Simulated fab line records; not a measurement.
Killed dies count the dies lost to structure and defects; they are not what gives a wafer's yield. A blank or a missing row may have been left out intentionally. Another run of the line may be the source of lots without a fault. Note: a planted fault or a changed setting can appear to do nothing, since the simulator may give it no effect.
fab line records    flow n5Finfet    part 1 of 2: steps 1 to 4 of 6
[record] lots = 22  wafers = 66  lastDay = 19
route steps=1938 shown BEOL_M8@1380 BEOL_M9@1421
lots untouched by any fault: they come from a run of this same line in which no faults occurred
startH: start of the lot's first displayed wafer, in hours after the record's first day    waitH: how many hours have passed since the lot's step before this one    " as in the row above    L1.1+2: several wafers, shown together as one row    - either no value or no given start    * or withheld: withheld    < > ~ a bound
route shown NAME@n: NAME is a module with steps in the file, n the number in the route of the first one    usual: average and standard deviation across the fault-free wafers    same: alike in all rows    chamber/n: place in a boat    sites: the reading at each site    _std_site: the values' standard deviation    _edge_site: the outer-site mean with the inner-site mean subtracted    radiusMm: for every site, how far away it sits from the centre of the wafer    mask NAME#n: copy n    behind: tool/chamber where the wafer was last shaped    hold: why the lot went on hold/how many hours it stayed there/how the hold came to an end    device: the n, p or np transistor that did not switch    end of line: the route-end tests of the same wafers    for a step that has no rows: nothing shown but its recipe    killed: the dies lost at the first sort to structure and to defects; this is not the yield of the wafer    map: dies across one wafer; x = killed, . = not, _ = none there
set.NAME: the setting the step ran with; set.NAME@STEP: the setting that earlier step ran with    model.NAME: the simulator's own value behind a step, which no gauge read
steps of the route over a sample of lots; a table a step, a row a wafer
services: the hour from which a tool's chamber was out of use, counted from the record's first day as startH (under 0 if before that day), plus the number of hours and why
[[steps]]
[step N5_BEOL_M8_OCD_MEAS_38]
[usual] trenchDepthNm = 93.5/2.2
lot.wafer  tool    chamber  startH  waitH  trenchDepthNm
L074.1     ocd-02  -        209.01  -      92.0
L074.2     "       -        "       "      93.0
L074.6     "       -        "       "      91.3
L077.2     ocd-02  -        224.44  -      92.5
L077.3     "       -        "       "      96.2
L077.5     "       -        "       "      96.5
L075.2     ocd-02  -        227.61  -      93.8
L075.3     "       -        "       "      92.7
L075.5     "       -        "       "      91.6
L079.1     ocd-02  -        234.60  -      96.5
L079.3     "       -        "       "      93.1
L079.4     "       -        "       "      93.4
L078.3     ocd-02  -        235.16  -      91.8
L078.4     "       -        "       "      89.6
L078.6     "       -        "       "      93.6
L081.4     ocd-01  -        269.86  -      95.0
L081.5     "       -        "       "      94.6
L081.6     "       -        "       "      94.3
L082.1     ocd-02  -        269.90  -      90.0
L082.2     "       -        "       "      89.0
L082.4     "       -        "       "      92.3
L083.1     ocd-02  -        274.36  -      91.1
L083.4     "       -        "       "      89.4
L083.5     "       -        "       "      94.4
L080.3     ocd-01  -        274.42  -      94.9
L080.4     "       -        "       "      94.3
L080.5     "       -        "       "      95.8
L084.4     ocd-02  -        276.38  -      96.6
L084.5     "       -        "       "      94.5
L084.6     "       -        "       "      93.7
L085.1     ocd-01  -        279.77  -      93.6
L085.2     "       -        "       "      87.4
L085.6     "       -        "       "      93.3
L086.2     ocd-02  -        291.60  -      91.8
L086.3     "       -        "       "      93.7
L086.4     "       -        "       "      94.0
L090.1     ocd-02  -        304.49  -      92.3
L090.2     "       -        "       "      93.5
L090.4     "       -        "       "      92.8
L087.2     ocd-02  -        318.84  -      95.3
L087.3     "       -        "       "      96.4
L087.4     "       -        "       "      95.7
L088.1     ocd-01  -        321.67  -      94.1
L088.3     "       -        "       "      95.0
L088.5     "       -        "       "      91.4
L089.2     ocd-02  -        325.36  -      95.6
L089.4     "       -        "       "      95.2
L089.5     "       -        "       "      93.3
L092.1     ocd-02  -        350.35  -      94.4
L092.2     "       -        "       "      91.7
L092.3     "       -        "       "      94.8
L094.2     ocd-01  -        363.60  -      94.1
L094.3     "       -        "       "      94.9
L094.4     "       -        "       "      91.4
L097.2     ocd-01  -        370.27  -      94.8
L097.4     "       -        "       "      94.7
L097.6     "       -        "       "      95.8
L093.1     ocd-01  -        370.57  -      94.8
L093.2     "       -        "       "      95.2
L093.4     "       -        "       "      92.0
L096.2     ocd-02  -        376.62  -      96.2
L096.3     "       -        "       "      90.7
L096.5     "       -        "       "      92.2
L095.3     ocd-02  -        381.43  -      93.9
L095.4     "       -        "       "      94.8
L095.5     "       -        "       "      92.7
[step N5_BEOL_M8_CMP_52]
[recipe] stopOn = SiCOH_lowk  tOverpolishS = 6.9  downForcePsi = 1  platenRpm = 50  clearingPlatenDownForcePsi = 1.5  clearingPlatenRpm = 50  postCmpClean = cuAlkaline  targetThkNm = 80  clearingPlatenPadVelocityMS = 0.99484  padVelocityMS = 0.99484
[usual] barrierFieldEndpointS = 29.1/0.88  motorCurrentA = 6.0/0.45  overpolishRunS = 6.900/0.0086  timeToEndpointS = 63/4.2
lot.wafer  tool    chamber  startH  waitH  barrierFieldEndpointS  motorCurrentA  overpolishRunS  timeToEndpointS
L074.1     cmp-03  2        211.07  0.3    29.1                   6.0            6.911           59
L074.2     "       3        "       "      29.7                   5.1            6.903           63
L074.6     "       3        "       "      30.0                   5.3            6.907           66
L077.2     cmp-01  2        227.32  0.3    29.4                   6.1            6.903           68
L077.3     "       3        "       "      29.7                   6.1            6.891           60
L077.5     "       1        "       "      30.4                   5.3            6.890           66
L075.2     cmp-03  1        231.09  0.2    29.5                   6.6            6.889           66
L075.3     "       0        "       "      29.7                   5.8            6.907           66
L075.5     "       2        "       "      28.9                   6.2            6.897           61
L079.4     cmp-01  0        236.83  0.2    27.9                   6.6            6.893           57
L079.1     "       1        "       "      29.1                   5.7            6.896           68
L079.3     "       2        "       "      29.8                   6.3            6.899           68
L078.3     cmp-01  3        237.25  0.2    27.7                   5.8            6.909           63
L078.4     "       2        "       "      29.1                   6.0            6.898           66
L078.6     "       0        "       "      28.1                   6.6            6.894           58
L082.1     cmp-01  3        271.85  0.3    28.9                   5.9            6.907           60
L082.4     "       1        "       "      30.4                   5.5            6.892           67
L082.2     "       2        "       "      28.7                   6.3            6.906           66
L081.4     cmp-03  1        271.89  0.2    30.3                   6.2            6.901           68
L081.6     "       2        "       "      29.0                   6.0            6.908           59
L081.5     "       3        "       "      30.1                   5.3            6.909           67
L083.1     cmp-03  3        276.42  0.3    28.9                   5.2            6.898           62
L083.4     "       0        "       "      30.5                   6.0            6.916           65
L083.5     "       3        "       "      29.6                   5.6            6.911           62
L080.4     cmp-01  0        276.81  0.2    29.5                   7.0            6.893           62
L080.3     "       2        "       "      30.4                   5.8            6.911           67
L080.5     "       3        "       "      30.1                   6.0            6.904           64
L084.4     cmp-01  2        278.40  0.2    30.3                   6.1            6.907           64
L084.6     "       1        "       "      30.6                   5.8            6.897           69
L084.5     "       2        "       "      31.4                   5.9            6.907           68
L085.2     cmp-03  3        282.98  0.3    30.1                   5.2            6.901           69
L085.1     "       0        "       "      29.9                   5.4            6.909           67
L085.6     "       2        "       "      30.0                   6.0            6.901           61
L086.3     cmp-03  2        294.97  0.2    28.1                   5.9            6.895           63
L086.4     "       3        "       "      29.9                   5.4            6.899           68
L086.2     "       0        "       "      30.2                   5.8            6.896           71
L090.2     cmp-01  2        306.86  0.2    29.9                   5.9            6.914           65
L090.4     "       3        "       "      28.3                   6.3            6.910           60
L090.1     "       0        "       "      27.9                   6.7            6.904           58
L087.2     cmp-01  0        321.46  0.2    27.8                   7.0            6.890           58
L087.4     "       2        "       "      29.3                   5.8            6.886           66
L087.3     "       3        "       "      29.1                   6.0            6.908           59
L088.1     cmp-01  3        323.68  0.3    28.2                   6.0            6.891           58
L088.3     "       1        "       "      29.5                   5.6            6.884           67
L088.5     "       3        "       "      28.6                   5.8            6.894           61
L089.2     cmp-03  1        328.88  0.2    28.6                   6.4            6.885           67
L089.4     "       0        "       "      29.0                   5.9            6.909           67
L089.5     "       2        "       "      28.7                   5.8            6.890           58
L092.1     cmp-01  1        353.97  0.3    30.9                   5.4            6.884           71
L092.2     "       3        "       "      28.4                   5.7            6.900           61
L092.3     "       0        "       "      28.3                   6.6            6.904           59
L094.3     cmp-03  3        367.11  0.2    29.0                   5.4            6.910           64
L094.4     "       0        "       "      29.2                   5.6            6.892           68
L094.2     "       1        "       "      29.5                   6.2            6.900           67
L097.4     cmp-03  3        374.02  0.1    28.7                   5.4            6.884           60
L097.2     "       2        "       "      27.6                   6.2            6.905           56
L097.6     "       3        "       "      28.9                   5.3            6.907           61
L093.2     cmp-01  0        374.33  0.2    27.9                   6.7            6.910           57
L093.1     "       1        "       "      29.3                   5.5            6.905           66
L093.4     "       2        "       "      29.5                   6.0            6.889           63
L096.3     cmp-01  3        379.87  0.2    28.6                   5.8            6.893           59
L096.2     "       0        "       "      28.1                   6.8            6.899           57
L096.5     "       3        "       "      30.2                   5.7            6.882           64
L095.4     cmp-01  0        384.04  0.2    28.0                   7.0            6.884           55
L095.3     "       1        "       "      29.6                   5.4            6.898           66
L095.5     "       3        "       "      28.3                   5.5            6.919           58
[step N5_BEOL_M9_STRIP_67]
[recipe] chemistry = CF4  resist = SiARC  powerW = 300  biasPowerW = 75  pressureMtorr = 50  cf4FlowSccm = 150  rfFrequencyHz = 6e+07
[usual] drypumpMotorCurrentA = 5.9/0.5  oesProductAu = 0.78/0.092  rfVppV = 270.9/1.3  showerheadPlenumPTorr = 1.79/0.056  throttleValvePct = 13.57/0.27
lot.wafer  tool        chamber  startH  waitH  drypumpMotorCurrentA  oesProductAu  rfHoursCounterH  rfVppV  showerheadPlenumPTorr  throttleValvePct
L074.1     rieDiel-05  1        213.74  0.0    5.7                   0.71          214              270.1   1.71                   13.90
L074.2     "           2        "       "      6.7                   0.70          239              271.1   1.79                   13.73
L074.6     "           3        "       "      5.2                   0.73          -                271.2   1.79                   13.74
L077.2     rieDiel-05  1        230.59  0.0    5.7                   0.71          219              269.7   1.71                   13.91
L077.3     "           2        "       "      6.7                   0.69          244              271.5   1.78                   13.75
L077.5     "           3        "       "      5.2                   0.72          -                269.3   1.79                   13.74
L075.2     rieDiel-05  1        235.70  0.0    5.7                   0.71          220              269.8   1.71                   13.91
L075.3     "           2        "       "      6.7                   0.69          246              270.7   1.78                   13.77
L075.5     "           3        "       "      5.2                   0.71          -                270.8   1.79                   13.73
L079.1     rieDiel-02  2        241.97  0.0    5.9                   0.68          234              271.4   1.76                   13.78
L079.3     "           0        "       "      6.5                   0.73          168              271.0   1.77                   13.78
L079.4     "           3        "       "      6.6                   0.78          128              270.1   1.72                   13.70
L078.3     rieDiel-05  1        241.98  0.0    5.7                   0.70          222              269.8   1.70                   13.92
L078.4     "           3        "       "      5.2                   0.72          213              271.1   1.79                   13.75
L078.6     "           0        "       "      6.0                   0.89          -                272.6   1.85                   13.20
L081.4     rieDiel-05  3        274.42  0.0    5.2                   0.71          224              270.0   1.78                   13.78
L081.5     "           0        "       "      6.0                   0.87          -                273.2   1.84                   13.23
L081.6     "           1        "       "      5.8                   0.71          -                268.6   1.70                   13.93
L082.1     rieDiel-06  2        274.53  0.0    6.7                   0.69          244              269.0   1.72                   13.97
L082.2     "           1        "       "      5.8                   0.75          170              270.6   1.72                   13.39
L082.4     "           3        "       "      5.6                   0.71          194              271.4   1.86                   13.83
L083.1     rieDiel-05  0        278.73  0.0    6.0                   0.87          36               273.2   1.84                   13.23
L083.4     "           2        "       "      6.8                   0.94          4                269.9   1.78                   13.20
L083.5     "           2        "       "      6.7                   0.94          -                271.5   1.78                   13.21
L080.3     rieDiel-02  1        279.64  0.0    5.7                   0.69          202              273.0   1.85                   13.69
L080.4     "           3        "       "      6.5                   0.76          140              269.8   1.72                   13.74
L080.5     "           0        "       "      6.6                   0.72          -                270.6   1.77                   13.81
L084.4     rieDiel-02  1        282.37  0.0    5.7                   0.70          203              272.2   1.85                   13.68
L084.5     "           1        "       "      5.7                   0.69          -                272.2   1.85                   13.70
L084.6     "           0        "       "      6.5                   0.71          -                270.0   1.77                   13.81
L085.1     rieDiel-05  1        284.98  0.0    5.7                   0.70          235              270.1   1.70                   13.94
L085.2     "           0        "       "      5.9                   0.87          39               271.9   1.84                   13.23
L085.6     "           0        "       "      6.0                   0.86          -                271.7   1.84                   13.23
L086.2     rieDiel-02  3        298.57  0.0    6.5                   0.76          146              270.1   1.72                   13.75
L086.3     "           1        "       "      5.7                   0.70          208              272.9   1.85                   13.71
L086.4     "           2        "       "      5.8                   0.68          250              270.5   1.76                   13.83
L090.1     rieDiel-05  1        310.48  0.0    5.7                   0.69          242              270.0   1.70                   13.97
L090.2     "           2        "       "      6.7                   0.90          13               270.7   1.78                   13.23
L090.4     "           0        "       "      5.9                   0.85          46               270.6   1.84                   13.26
L087.2     rieDiel-02  2        326.09  0.0    5.9                   0.98          1                270.4   1.76                   13.25
L087.3     "           3        "       "      6.5                   0.75          155              270.6   1.72                   13.77
L087.4     "           1        "       "      5.7                   0.68          217              271.4   1.84                   13.73
L088.1     rieDiel-05  3        326.47  0.0    5.2                   0.70          240              270.6   1.78                   13.81
L088.3     "           0        "       "      5.9                   0.84          51               272.4   1.84                   13.28
L088.5     "           1        "       "      5.7                   0.69          -                269.6   1.70                   13.98
L089.2     rieDiel-06  3        332.40  0.0    5.6                   0.69          210              271.7   1.86                   13.88
L089.4     "           2        "       "      6.7                   0.96          5                275.1   1.92                   13.44
L089.5     "           2        "       "      6.7                   0.97          -                273.2   1.92                   13.44
L092.1     rieDiel-06  1        357.89  0.0    5.8                   0.73          191              268.4   1.71                   13.45
L092.2     "           2        "       "      6.7                   0.94          12               274.9   1.92                   13.43
L092.3     "           0        "       "      6.5                   0.82          82               270.9   1.82                   13.40
L094.2     rieDiel-05  0        372.30  0.0    6.0                   0.82          -                271.8   1.83                   13.30
L094.3     "           0        "       "      5.9                   0.83          -                273.1   1.83                   13.30
L094.4     "           0        "       "      5.9                   0.82          -                271.3   1.83                   13.31
L097.2     rieDiel-05  0        376.91  0.0    5.9                   0.82          70               270.3   1.83                   13.31
L097.4     "           0        "       "      5.9                   0.82          -                271.5   1.83                   13.29
L097.6     "           0        "       "      6.0                   0.83          -                271.9   1.83                   13.28
L093.1     rieDiel-05  3        377.50  0.0    5.2                   0.97          2                270.4   1.78                   13.29
L093.2     "           0        "       "      5.9                   0.82          70               271.2   1.83                   13.31
L093.4     "           3        "       "      5.2                   0.96          -                270.2   1.78                   13.30
L096.2     rieDiel-06  0        382.83  0.0    6.5                   0.81          92               269.3   1.82                   13.44
L096.3     "           3        "       "      5.6                   0.68          224              271.7   1.85                   13.90
L096.5     "           1        "       "      5.8                   0.73          -                269.7   1.71                   13.49
L095.3     rieDiel-06  2        387.00  0.0    6.7                   0.94          14               274.3   1.92                   13.46
L095.4     "           0        "       "      6.5                   0.82          93               270.6   1.82                   13.43
L095.5     "           1        "       "      5.8                   0.72          -                270.1   1.71                   13.48
[step N5_BEOL_M9_STRIP_19]
[recipe] chemistry = O2  powerW = 400  tempC = 40  pressureMtorr = 30  rfFrequencyHz = 6e+07  biasPowerW = 0  overashFraction = 0.2  o2FlowSccm = 225
[usual] drypumpMotorCurrentA = 6.0/0.52  oesProductAu = 0.78/0.1  rfVppV = 3.7/0.62  showerheadPlenumPTorr = 2.08/0.065  throttleValvePct = 16.65/0.28
lot.wafer  tool        chamber  startH  waitH  drypumpMotorCurrentA  oesProductAu  rfHoursCounterH  rfVppV  showerheadPlenumPTorr  throttleValvePct
L074.1     rieDiel-05  1        213.89  0.1    5.7                   0.70          214              3.7     1.98                   16.91
L074.2     "           3        "       "      5.2                   0.73          203              4.0     2.08                   16.76
L074.6     "           0        "       "      6.0                   0.92          -                4.0     2.14                   16.19
L077.2     rieDiel-02  3        230.74  0.1    6.5                   0.78          124              4.5     2.02                   16.87
L077.3     "           0        "       "      6.6                   0.72          165              3.7     2.09                   16.95
L077.5     "           0        "       "      6.5                   0.73          -                4.2     2.09                   16.97
L075.2     rieDiel-05  2        235.95  0.2    6.8                   0.70          246              3.1     2.08                   16.76
L075.3     "           1        "       "      5.7                   0.69          220              4.6     1.98                   16.92
L075.5     "           3        "       "      5.2                   0.72          -                3.6     2.08                   16.76
L079.1     rieDiel-05  2        242.22  0.2    6.8                   0.70          248              4.0     2.08                   16.75
L079.3     "           0        "       "      5.9                   0.89          25               3.8     2.14                   16.21
L079.4     "           3        "       "      5.2                   0.72          213              3.5     2.08                   16.76
L078.3     rieDiel-02  2        242.24  0.2    5.9                   0.68          234              2.9     2.06                   16.82
L078.4     "           0        "       "      6.6                   0.71          168              3.5     2.09                   16.99
L078.6     "           2        "       "      5.8                   0.67          -                3.4     2.06                   16.82
L081.4     rieDiel-06  3        274.58  0.1    5.6                   0.70          194              4.2     2.17                   16.93
L081.5     "           0        "       "      6.5                   0.88          -                2.2     2.14                   16.47
L081.6     "           3        "       "      5.6                   0.70          -                3.3     2.17                   16.93
L082.1     rieDiel-06  3        274.68  0.1    5.6                   0.70          194              3.5     2.17                   16.94
L082.2     "           2        "       "      6.7                   0.68          244              4.3     1.99                   16.98
L082.4     "           1        "       "      5.8                   0.75          170              4.3     2.01                   16.50
L083.1     rieDiel-05  3        279.11  0.3    5.2                   0.71          225              4.2     2.07                   16.80
L083.4     "           1        "       "      5.7                   0.68          233              2.4     1.97                   16.94
L083.5     "           3        "       "      5.2                   0.71          -                3.6     2.07                   16.80
L080.3     rieDiel-05  2        280.18  0.4    6.7                   0.95          5                4.2     2.07                   16.31
L080.4     "           0        "       "      5.9                   0.87          37               5.4     2.13                   16.24
L080.5     "           3        "       "      5.2                   0.70          -                4.0     2.07                   16.78
L084.4     rieDiel-05  2        282.59  0.1    6.7                   0.95          5                3.8     2.07                   16.30
L084.5     "           0        "       "      5.9                   0.87          -                3.9     2.13                   16.26
L084.6     "           1        "       "      5.7                   0.68          -                3.7     1.97                   16.96
L085.1     rieDiel-02  2        285.19  0.1    5.9                   0.67          247              3.3     2.06                   16.83
L085.2     "           3        "       "      6.5                   0.75          142              4.2     2.01                   16.90
L085.6     "           3        "       "      6.5                   0.75          -                3.1     2.01                   16.90
L086.2     rieDiel-05  1        298.75  0.1    5.7                   0.67          239              4.5     1.97                   16.95
L086.3     "           2        "       "      6.8                   0.94          10               2.3     2.07                   16.33
L086.4     "           0        "       "      6.0                   0.85          43               2.8     2.13                   16.22
L090.1     rieDiel-05  1        310.63  0.1    5.8                   0.67          242              4.4     1.97                   16.97
L090.2     "           3        "       "      5.2                   0.70          235              3.2     2.07                   16.80
L090.4     "           0        "       "      6.0                   0.85          46               3.1     2.13                   16.24
L087.2     rieDiel-06  3        326.25  0.1    5.5                   0.69          208              3.5     2.17                   16.94
L087.3     "           0        "       "      6.4                   0.86          73               3.7     2.13                   16.48
L087.4     "           2        "       "      6.7                   0.98          -                3.4     2.25                   16.56
L088.1     rieDiel-05  2        326.62  0.1    6.7                   0.92          18               4.0     2.07                   16.35
L088.3     "           0        "       "      5.9                   0.85          51               3.5     2.13                   16.25
L088.5     "           2        "       "      6.7                   0.92          -                3.3     2.07                   16.34
L089.2     rieDiel-05  3        332.55  0.1    5.2                   0.69          243              2.9     2.07                   16.82
L089.4     "           0        "       "      6.0                   0.85          54               4.4     2.13                   16.28
L089.5     "           3        "       "      5.2                   0.69          -                4.1     2.07                   16.82
L092.1     rieDiel-05  0        358.04  0.1    6.0                   0.83          60               2.8     2.12                   16.28
L092.2     "           2        "       "      6.8                   0.89          27               3.8     2.07                   16.36
L092.3     "           1        "       "      5.7                   0.66          255              3.2     1.97                   16.99
L094.2     rieDiel-02  3        372.54  0.1    6.5                   0.73          169              5.2     2.00                   16.96
L094.3     "           1        "       "      5.7                   0.67          230              4.5     2.16                   16.83
L094.4     "           0        "       "      6.5                   0.70          206              4.0     2.08                   17.06
L097.2     rieDiel-05  3        377.07  0.1    5.2                   0.99          2                3.3     2.07                   16.39
L097.4     "           0        "       "      6.0                   0.83          -                4.5     2.12                   16.29
L097.6     "           0        "       "      5.9                   0.82          -                4.4     2.12                   16.30
L093.1     rieDiel-02  3        377.66  0.1    6.5                   0.73          171              3.0     2.00                   16.96
L093.2     "           1        "       "      5.7                   0.67          232              3.5     2.16                   16.85
L093.4     "           0        "       "      6.5                   0.69          208              3.2     2.08                   17.05
L096.2     rieDiel-06  3        383.10  0.2    5.6                   0.68          224              4.4     2.16                   16.98
L096.3     "           1        "       "      5.8                   0.72          201              4.8     2.00                   16.56
L096.5     "           1        "       "      5.8                   0.72          -                5.4     2.00                   16.58
L095.3     rieDiel-05  0        387.15  0.1    5.9                   0.82          74               3.9     2.12                   16.30
L095.4     "           3        "       "      5.2                   0.97          -                3.0     2.06                   16.42
L095.5     "           0        "       "      6.0                   0.82          -                3.9     2.12                   16.30
